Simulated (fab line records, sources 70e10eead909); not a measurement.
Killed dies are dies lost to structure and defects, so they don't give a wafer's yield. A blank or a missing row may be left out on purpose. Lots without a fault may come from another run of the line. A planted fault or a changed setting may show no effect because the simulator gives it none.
Chamber matching | flow nand_harc | NHARC_P_GATE_DEP_103 on pecvd-01: 3 sister chambers
The step deposits SiON, target thk 30 nm. 5 wafers are shown with their chamber, then 7 later ones without.

WAFERS WITH THEIR CHAMBER
wafer  | chamber | heater_power_w (W) | susceptor_temp_C (C)
L920.6 | 1       | 984                | 400.05
L934.1 | 2       | 824                | 399.73
L934.5 | 0       | 584                | 399.69
L935.1 | 0       | 608                | 399.89
L935.3 | 2       | 814                | 400.08

WAFERS WITHOUT THEIR CHAMBER
wafer  | heater_power_w (W) | susceptor_temp_C (C)
L935.6 | 1056               | 400.04
L936.1 | 838                | 400.13
L936.3 | 583                | 399.73
L936.6 | 836                | 400.24
L938.1 | 1031               | 399.80
L938.3 | 646                | 400.18
L938.6 | 548                | 399.88

WHICH CHAMBER EACH WENT THROUGH
wafer  | from the rows above | in truth
L935.6 | 1                   | 1
L936.1 | 2                   | 2
L936.3 | 0                   | 0
L936.6 | 2                   | 2
L938.1 | 1                   | 1
L938.3 | 0                   | 0
L938.6 | 0                   | 0
Placed correctly: 7 of 7. Can't be placed from these rows: 0. Placed wrongly: 0.
How it was worked out, from the rows above alone: a wafer's distance from a chamber is the root of the sum, over the readings, of the square of ((its reading less the chamber's mean) divided by the reading's scatter). The wafer belongs to the nearest chamber; if the next one is less than 2 further off, it can't be placed. A chamber's mean is the mean of its shown wafers. The scatter: the root of (the sum of the squares of (reading less its chamber's mean) over the shown wafers, divided by (wafers less chambers)).
